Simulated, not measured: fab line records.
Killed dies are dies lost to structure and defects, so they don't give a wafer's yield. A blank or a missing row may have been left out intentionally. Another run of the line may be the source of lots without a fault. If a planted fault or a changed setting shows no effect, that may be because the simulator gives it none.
One fault through the eyes of 3 desks :: flow n5Finfet :: only its own numbers are on each desk; what lay behind them is given at the end

THE DEFECT DESK
Inspection counts along the route, by lot: the mean over sampled wafers that carry a number. The brackets show how far a lot's mean lies from the usual mean; more than 4 standard deviations puts the lot out of limits, marked OUT.
Columns: A = rawDefectCount at N5_BEOL_M15_INSPECT_55, usual 78
lot: L564
first seen here: day 12 12:40
A: 78

lot: L565
first seen here: day 12 17:05
A: 57

lot: L568
first seen here: day 12 21:05
A: 64

lot: L569
first seen here: day 12 21:25
A: 76

lot: L571
first seen here: day 13 18:32
A: 112

lot: L578
first seen here: day 14 21:59
A: 103

lot: L577
first seen here: day 15 04:40
A: 76

lot: L582
first seen here: day 16 03:07
A: 68

lot: L585
first seen here: day 16 15:04
A: 106

lot: L583
first seen here: day 17 01:16
A: 74

lot: L584
first seen here: day 17 02:47
A: 68
This desk's finding: nothing out of limits on any of the 11 lots.

THE METROLOGY DESK
Means of the sampled wafers that have a number, per lot and without regard to the tool the lot ran on: this is what the gauges read. The brackets show how far a lot's mean lies from the usual mean; more than 4 standard deviations puts the lot out of limits, marked OUT.
Columns: A = cdNm at N5_PASSIVATION_CD_MEAS_44, usual 39998 nm
lot: L564
first seen here: day 13 00:10
A: 39999

lot: L565
first seen here: day 13 05:31
A: 39994

lot: L568
first seen here: day 13 08:28
A: 40000

lot: L569
first seen here: day 13 09:15
A: 39999

lot: L571
first seen here: day 14 04:38
A: 40003

lot: L578
first seen here: day 15 08:50
A: 40014 (+6.3) OUT

lot: L577
first seen here: day 15 16:46
A: 40015 (+6.7) OUT

lot: L582
first seen here: day 16 16:14
A: 39997

lot: L585
first seen here: day 17 01:35
A: 40000

lot: L583
first seen here: day 17 12:31
A: 39998

lot: L584
first seen here: day 17 13:56
A: 39999
This desk's finding: out of limits on L577, L578; first on L578, day 15 08:50 (cdNm at N5_PASSIVATION_CD_MEAS_44). In limits: L564, L565, L568, L569, L571, L582, L585, L583, L584.

TOOL OWNER'S DESK, krfScanner-02
The tool's own readings at N5_PASSIVATION_EXPOSE_41 (exposes mask PASS OPEN, defocus 0 nm, target cd 40000 nm): means of the sampled wafers that have a number, for each lot that ran on this tool. The brackets show how far a lot's mean lies from the usual mean; more than 4 standard deviations puts the lot out of limits, marked OUT.
Columns: A = exposureDoseMJCm2 at N5_PASSIVATION_EXPOSE_41, usual 57.24
lot: L564
first seen here: day 12 23:59
A: 57.30

lot: L569
first seen here: day 13 09:05
A: 57.19

lot: L571
first seen here: day 14 04:27
A: 57.12

lot: L578
first seen here: day 15 08:41
A: 59.62 (+39) OUT

lot: L577
first seen here: day 15 16:36
A: 59.67 (+40) OUT
This desk's finding: out of limits on L577, L578; first on L578, day 15 08:41 (exposureDoseMJCm2 at N5_PASSIVATION_EXPOSE_41). In limits: L564, L569, L571.

ALL TOGETHER
The tool owner's desk could have raised an alarm at day 15 08:41, on L577, L578.
The metrology desk could have raised an alarm at day 15 08:50, on L577, L578.
No out-of-limits result turned up at the defect desk.
The defect desk has L577, L578 on record, within its limits.
All the named lots went through N5_PASSIVATION_EXPOSE_41 on krfScanner-02.

WHAT THE SIMULATOR HAD INSERTED
Drift in process parameters on krfScanner-02 at N5_PASSIVATION_EXPOSE_41, starting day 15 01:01. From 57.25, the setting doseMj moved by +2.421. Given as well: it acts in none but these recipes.
Shown lots that were struck: L577, L578.
Time in hours from fault onset to the first out-of-limits reading at each desk: tool owner's desk 8, metrology desk 8.
